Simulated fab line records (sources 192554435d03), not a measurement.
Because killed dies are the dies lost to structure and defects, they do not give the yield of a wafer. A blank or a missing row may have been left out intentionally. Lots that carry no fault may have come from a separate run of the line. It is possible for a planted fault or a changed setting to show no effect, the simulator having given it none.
Which tool is to blame?    flow n5 finfet    24 lots, 72 wafers sampled, at 6 steps of a route of 1938

WHAT THE GAUGES READ, wafer by wafer
No reading from a measuring or inspecting step in the record can be judged against a usual standard deviation.

TOOL THAT RAN EACH LOT (tool first, then ch and the chambers of the sampled wafers, then the start)
lot   N5_BEOL_M0_SAQP_ALD_48             N5_BEOL_M0_ETCH_138                 N5_BEOL_M0_STRIP_104                N5_BEOL_M0_DEGAS_112          N5_BEOL_M0_SPUTTER_116        N5_BEOL_M0_SPUTTER_134
L075  ald sin-01 ch 0,2, day 6 02:56     rie diel-01 ch 1,2,3, day 6 04:15   rie diel-03 ch 1,2, day 6 05:11     pvd sputter-02, day 6 06:43   pvd sputter-02, day 6 07:41   pvd sputter-02, day 6 07:55
L074  ald sin-01 ch 1,2,3, day 6 08:14   rie diel-05 ch 0,2,3, day 6 09:32   rie diel-05 ch 0,1,3, day 6 12:16   pvd sputter-02, day 6 13:12   pvd sputter-02, day 6 14:35   pvd sputter-02, day 6 14:50
L076  ald sin-04 ch 0,1, day 6 08:35     rie diel-05 ch 0,1,2, day 6 10:14   rie diel-05 ch 1,2,3, day 6 12:21   pvd sputter-01, day 6 13:19   pvd sputter-02, day 6 14:09   pvd sputter-02, day 6 14:23
L077  ald sin-01 ch 0,2,3, day 6 18:56   rie diel-01 ch 1,2,3, day 6 20:27   rie diel-05 ch 0,1,2, day 7 00:45   pvd sputter-02, day 7 01:46   pvd sputter-02, day 7 02:36   pvd sputter-02, day 7 02:50
L078  ald sin-01 ch 0,2,3, day 6 22:11   rie diel-01 ch 0,1, day 6 23:30     rie diel-01 ch 0,2,3, day 7 00:46   pvd sputter-03, day 7 01:46   pvd sputter-03, day 7 02:34   pvd sputter-03, day 7 02:49
L079  ald sin-02 ch 0,2,3, day 7 03:00   rie diel-05 ch 0,2,3, day 7 04:22   rie diel-05 ch 1,2,3, day 7 04:51   pvd sputter-03, day 7 06:37   pvd sputter-02, day 7 07:06   pvd sputter-02, day 7 07:20
L080  ald sin-02 ch 2,3, day 7 06:56     rie diel-01 ch 0,1, day 7 08:26     rie diel-01 ch 0,3, day 7 10:10     pvd sputter-01, day 7 11:01   pvd sputter-01, day 7 13:15   pvd sputter-01, day 7 13:29
L081  ald sin-04 ch 1,2, day 7 09:29     rie diel-05 ch 0,1,2, day 7 10:43   rie diel-03 ch 1,2,3, day 7 13:35   pvd sputter-01, day 7 17:36   pvd sputter-01, day 7 18:28   pvd sputter-01, day 7 18:42
L082  ald sin-01 ch 1,3, day 7 20:05     rie diel-05 ch 0,3, day 7 21:53     rie diel-05 ch 1,2, day 7 23:37     pvd sputter-03, day 8 00:50   pvd sputter-02, day 8 01:35   pvd sputter-02, day 8 01:50
L083  ald sin-04 ch 0,1,2, day 8 07:12   rie diel-05 ch 1,2,3, day 8 08:31   rie diel-05 ch 1,2,3, day 8 09:46   pvd sputter-03, day 8 10:44   pvd sputter-01, day 8 13:04   pvd sputter-01, day 8 13:19
L084  ald sin-04 ch 0,1, day 8 14:33     rie diel-01 ch 0,3, day 8 15:44     rie diel-01 ch 0,1,2, day 8 18:30   pvd sputter-02, day 8 19:49   pvd sputter-03, day 8 20:27   pvd sputter-03, day 8 20:41
L085  ald sin-04 ch 0,2,3, day 9 00:16   rie diel-01 ch 0,1,3, day 9 01:38   rie diel-01 ch 0,1,2, day 9 03:37   pvd sputter-03, day 9 04:55   pvd sputter-02, day 9 06:30   pvd sputter-02, day 9 06:44
L086  ald sin-01 ch 2,3, day 9 06:26     rie diel-01 ch 1,2, day 9 07:38     rie diel-03 ch 0,1,3, day 9 08:03   pvd sputter-03, day 9 10:41   pvd sputter-03, day 9 11:38   pvd sputter-03, day 9 11:54
L087  ald sin-02 ch 0,3, day 9 10:25     rie diel-03 ch 0,2,3, day 9 11:59   rie diel-01 ch 1,2,3, day 9 12:29   pvd sputter-01, day 9 13:55   pvd sputter-02, day 9 15:40   pvd sputter-02, day 9 15:54
L088  ald sin-04 ch 0,2,3, day 9 10:49   rie diel-03 ch 1,2,3, day 9 12:17   rie diel-03 ch 0,1,3, day 9 12:40   pvd sputter-01, day 9 14:00   pvd sputter-02, day 9 15:07   pvd sputter-02, day 9 15:22
L089  ald sin-02 ch 0,2,3, day 9 15:38   rie diel-05 ch 0,3, day 9 16:57     rie diel-05 ch 0,1,3, day 9 17:16   pvd sputter-01, day 9 18:07   pvd sputter-02, day 9 19:55   pvd sputter-02, day 9 20:10
L090  ald sin-01 ch 0,1,3, day 10 00:35  rie diel-05 ch 1,2, day 10 01:47    rie diel-03 ch 0,2,3, day 10 02:08  pvd sputter-01, day 10 02:47  pvd sputter-01, day 10 05:05  pvd sputter-01, day 10 05:20
L091  ald sin-01 ch 0,2,3, day 10 01:05  rie diel-05 ch 1,2, day 10 02:28    rie diel-01 ch 0,2,3, day 10 06:20  pvd sputter-02, day 10 07:23  pvd sputter-03, day 10 07:56  pvd sputter-03, day 10 08:10
L093  ald sin-01 ch 2,3, day 11 13:47    rie diel-05 ch 1,3, day 11 15:23    rie diel-03 ch 1,3, day 11 15:43    pvd sputter-01, day 11 16:21  pvd sputter-01, day 11 17:05  pvd sputter-01, day 11 17:20
L092  ald sin-02 ch 1,2, day 11 14:10    rie diel-03 ch 0,1,3, day 11 15:40  rie diel-03 ch 0,1,3, day 11 15:56  pvd sputter-01, day 11 16:41  pvd sputter-01, day 11 17:37  pvd sputter-01, day 11 17:51
L094  ald sin-01 ch 0,2,3, day 11 16:10  rie diel-01 ch 0,1, day 11 17:49    rie diel-03 ch 1,3, day 11 20:38    pvd sputter-03, day 11 22:29  pvd sputter-03, day 11 23:17  pvd sputter-03, day 11 23:32
L095  ald sin-02 ch 0,1, day 11 16:19    rie diel-03 ch 0,1,3, day 11 17:49  rie diel-05 ch 0,2,3, day 11 18:06  pvd sputter-01, day 11 19:02  pvd sputter-01, day 11 19:37  pvd sputter-01, day 11 19:52
L097  ald sin-04 ch 0,1,3, day 11 16:43  rie diel-03 ch 0,3, day 11 18:05    rie diel-03 ch 0,1,3, day 11 20:44  pvd sputter-03, day 11 22:37  pvd sputter-03, day 11 23:46  pvd sputter-03, day 12 00:01
L096  ald sin-01 ch 1,3, day 11 17:20    rie diel-03 ch 0,1, day 11 18:34    rie diel-03 ch 0,3, day 11 20:47    pvd sputter-02, day 11 22:43  pvd sputter-01, day 12 00:29  pvd sputter-01, day 12 00:44
- N5_BEOL_M0_SAQP_ALD_48: deposits SiO2, target thk 20 nm, pulse time 1 s, co reactant pulse time 1 s.
- N5_BEOL_M0_ETCH_138: etches SiCN in CH3F/O2, target depth 12 nm, time 31.6 s.
- N5_BEOL_M0_STRIP_104: strips in N2/H2.
- N5_BEOL_M0_DEGAS_112: time 60 s.
- N5_BEOL_M0_SPUTTER_116: material Cu, target thk 4 nm, time 7.37 s.
- N5_BEOL_M0_SPUTTER_134: material Cu, target thk 4 nm, time 7.37 s.

WHAT THE TOOLS THEMSELVES READ (means of the sampled wafers that have a number; where no wafer has one, the mark that the record gives instead)
N5_BEOL_M0_SAQP_ALD_48.
lot   tool        heater power w (W)  precursor pulse height rel
L075  ald sin-01  81                  1.021
L074  ald sin-01  71                  1.012
L076  ald sin-04  64                  0.996
L077  ald sin-01  76                  0.997
L078  ald sin-01  77                  1.003
L079  ald sin-02  79                  0.991
L080  ald sin-02  74                  0.999
L081  ald sin-04  78                  1.007
L082  ald sin-01  70                  1.002
L083  ald sin-04  72                  1.006
L084  ald sin-04  65                  1.000
L085  ald sin-04  73                  0.992
L086  ald sin-01  74                  0.999
L087  ald sin-02  84                  1.021
L088  ald sin-04  75                  1.001
L089  ald sin-02  80                  0.998
L090  ald sin-01  76                  1.003
L091  ald sin-01  77                  1.010
L093  ald sin-01  71                  1.003
L092  ald sin-02  69                  0.985
L094  ald sin-01  76                  0.983
L095  ald sin-02  73                  1.005
L097  ald sin-04  70                  1.024
L096  ald sin-01  71                  1.007

N5_BEOL_M0_ETCH_138.
lot   tool         drypump motor current A (A)  etch rf on time s (s)  oes product au (a.u.)  rf vpp V (V)  showerhead plenum p Torr (Torr)  throttle valve pct (%)
L075  rie diel-01  5.7                          29.9                   0.63                   298.4         2.08                             16.43
L074  rie diel-05  6.0                          30.2                   0.60                   297.5         2.03                             16.46
L076  rie diel-05  5.8                          29.3                   0.63                   297.6         2.04                             16.17
L077  rie diel-01  5.7                          29.2                   0.63                   298.1         2.08                             16.46
L078  rie diel-01  5.9                          29.3                   0.66                   299.4         2.10                             16.19
L079  rie diel-05  6.0                          30.0                   0.60                   297.5         2.03                             16.45
L080  rie diel-01  6.1                          29.0                   0.64                   299.9         2.09                             16.23
L081  rie diel-05  5.8                          29.0                   0.62                   297.9         2.04                             16.18
L082  rie diel-05  6.2                          29.1                   0.60                   298.3         2.04                             16.34
L083  rie diel-05  5.6                          29.8                   0.61                   298.3         2.00                             16.39
L084  rie diel-01  6.3                          29.2                   0.62                   299.1         2.07                             16.34
L085  rie diel-01  6.1                          29.1                   0.63                   299.5         2.08                             16.28
L086  rie diel-01  5.4                          29.7                   0.75                   299.1         2.06                             16.31
L087  rie diel-03  5.5                          28.8                   0.64                   298.6         2.09                             16.27
L088  rie diel-03  5.3                          29.8                   0.63                   298.8         2.06                             16.31
L089  rie diel-05  6.2                          29.6                   0.59                   297.3         2.03                             16.36
L090  rie diel-05  5.4                          29.3                   0.70                   298.0         2.00                             15.98
L091  rie diel-05  5.7                          29.6                   0.77                   298.1         2.02                             16.04
L093  rie diel-05  5.5                          28.2                   0.76                   296.4         1.97                             16.17
L092  rie diel-03  5.5                          30.4                   0.66                   298.4         2.07                             16.32
L094  rie diel-01  5.9                          29.5                   0.63                   298.9         2.08                             16.28
L095  rie diel-03  5.5                          28.9                   0.67                   298.7         2.07                             16.31
L097  rie diel-03  5.6                          28.9                   0.67                   299.5         2.10                             16.28
L096  rie diel-03  5.7                          30.2                   0.72                   299.2         2.09                             16.25

N5_BEOL_M0_STRIP_104.
lot   tool         drypump motor current A (A)  oes product au (a.u.)  rf vpp V (V)  showerhead plenum p Torr (Torr)  throttle valve pct (%)
L075  rie diel-03  5.3                          0.77                   60.7          2.62                             23.53
L074  rie diel-05  5.7                          0.73                   59.8          2.56                             23.71
L076  rie diel-05  5.5                          0.71                   61.4          2.55                             23.86
L077  rie diel-05  5.8                          0.73                   59.0          2.59                             23.56
L078  rie diel-01  5.9                          0.72                   59.8          2.61                             23.55
L079  rie diel-05  5.6                          0.71                   58.3          2.55                             23.84
L080  rie diel-01  6.4                          0.75                   60.7          2.62                             23.41
L081  rie diel-03  5.3                          0.76                   58.5          2.62                             23.64
L082  rie diel-05  5.4                          0.74                   60.7          2.56                             23.53
L083  rie diel-05  5.6                          0.70                   58.9          2.55                             23.85
L084  rie diel-01  5.8                          0.82                   58.2          2.63                             23.60
L085  rie diel-01  5.8                          0.83                   61.2          2.63                             23.60
L086  rie diel-03  5.5                          0.81                   58.4          2.63                             23.59
L087  rie diel-01  5.7                          0.81                   59.8          2.62                             23.57
L088  rie diel-03  5.5                          0.81                   60.2          2.63                             23.59
L089  rie diel-05  5.8                          0.71                   57.9          2.55                             23.75
L090  rie diel-03  5.5                          0.75                   58.9          2.65                             23.68
L091  rie diel-01  6.0                          0.79                   59.2          2.60                             23.47
L093  rie diel-03  5.2                          0.74                   59.5          2.61                             23.79
L092  rie diel-03  5.5                          0.79                   58.5          2.62                             23.63
L094  rie diel-03  5.2                          0.72                   59.4          2.60                             23.77
L095  rie diel-05  6.0                          0.84                   58.5          2.57                             23.72
L097  rie diel-03  5.5                          0.79                   57.9          2.62                             23.62
L096  rie diel-03  5.4                          0.74                   59.6          2.64                             23.78

N5_BEOL_M0_DEGAS_112.
lot   tool            heater power w (W)
L075  pvd sputter-02  340
L074  pvd sputter-02  343
L076  pvd sputter-01  375
L077  pvd sputter-02  327
L078  pvd sputter-03  352
L079  pvd sputter-03  327
L080  pvd sputter-01  370
L081  pvd sputter-01  359
L082  pvd sputter-03  316
L083  pvd sputter-03  328
L084  pvd sputter-02  344
L085  pvd sputter-03  328
L086  pvd sputter-03  330
L087  pvd sputter-01  360
L088  pvd sputter-01  368
L089  pvd sputter-01  369
L090  pvd sputter-01  361
L091  pvd sputter-02  327
L093  pvd sputter-01  370
L092  pvd sputter-01  362
L094  pvd sputter-03  324
L095  pvd sputter-01  346
L097  pvd sputter-03  334
L096  pvd sputter-02  316

N5_BEOL_M0_SPUTTER_116.
lot   tool            throttle valve pct (%)
L075  pvd sputter-02  31.1
L074  pvd sputter-02  30.5
L076  pvd sputter-02  30.7
L077  pvd sputter-02  30.5
L078  pvd sputter-03  30.6
L079  pvd sputter-02  30.6
L080  pvd sputter-01  29.4
L081  pvd sputter-01  29.9
L082  pvd sputter-02  30.6
L083  pvd sputter-01  29.7
L084  pvd sputter-03  30.7
L085  pvd sputter-02  31.1
L086  pvd sputter-03  30.4
L087  pvd sputter-02  30.6
L088  pvd sputter-02  30.6
L089  pvd sputter-02  31.0
L090  pvd sputter-01  29.1
L091  pvd sputter-03  30.8
L093  pvd sputter-01  29.6
L092  pvd sputter-01  29.7
L094  pvd sputter-03  30.5
L095  pvd sputter-01  29.8
L097  pvd sputter-03  29.6
L096  pvd sputter-01  29.7

N5_BEOL_M0_SPUTTER_134.
lot   tool            throttle valve pct (%)
L075  pvd sputter-02  31.0
L074  pvd sputter-02  30.5
L076  pvd sputter-02  30.8
L077  pvd sputter-02  30.5
L078  pvd sputter-03  30.8
L079  pvd sputter-02  30.6
L080  pvd sputter-01  29.6
L081  pvd sputter-01  29.8
L082  pvd sputter-02  30.7
L083  pvd sputter-01  29.5
L084  pvd sputter-03  30.5
L085  pvd sputter-02  31.0
L086  pvd sputter-03  30.7
L087  pvd sputter-02  30.4
L088  pvd sputter-02  30.6
L089  pvd sputter-02  31.3
L090  pvd sputter-01  29.1
L091  pvd sputter-03  30.8
L093  pvd sputter-01  29.5
L092  pvd sputter-01  29.8
L094  pvd sputter-03  30.5
L095  pvd sputter-01  29.8
L097  pvd sputter-03  29.7
L096  pvd sputter-01  29.7

THE ANSWER, worked out from the rows above alone
Rule: the usual values come from the lots themselves. Put in order of their means at a reading, lots are off if they are a third of the lots or fewer, leave a main group of 4 or more, and stand apart from it by a gap of 3 or more times the standard deviation of the main group's means; of several such gaps the widest counts. If all means in a main group match to the digits the tables above print for the reading, that group is not used. A lot without any number at a reading at which 4 lots or more have one is off too. Any other lot the step has rows for is counted as sound. Order of review: gauges by route order, followed by the tools' own readings, for which a lot's mean as printed above is used. At the first step where some lot is off, the reading lying furthest off is the one used; lots without a number count as furthest.
Nothing can be told from this: no lot is off at any reading shown.

WHAT THE SIMULATOR HAD PUT IN
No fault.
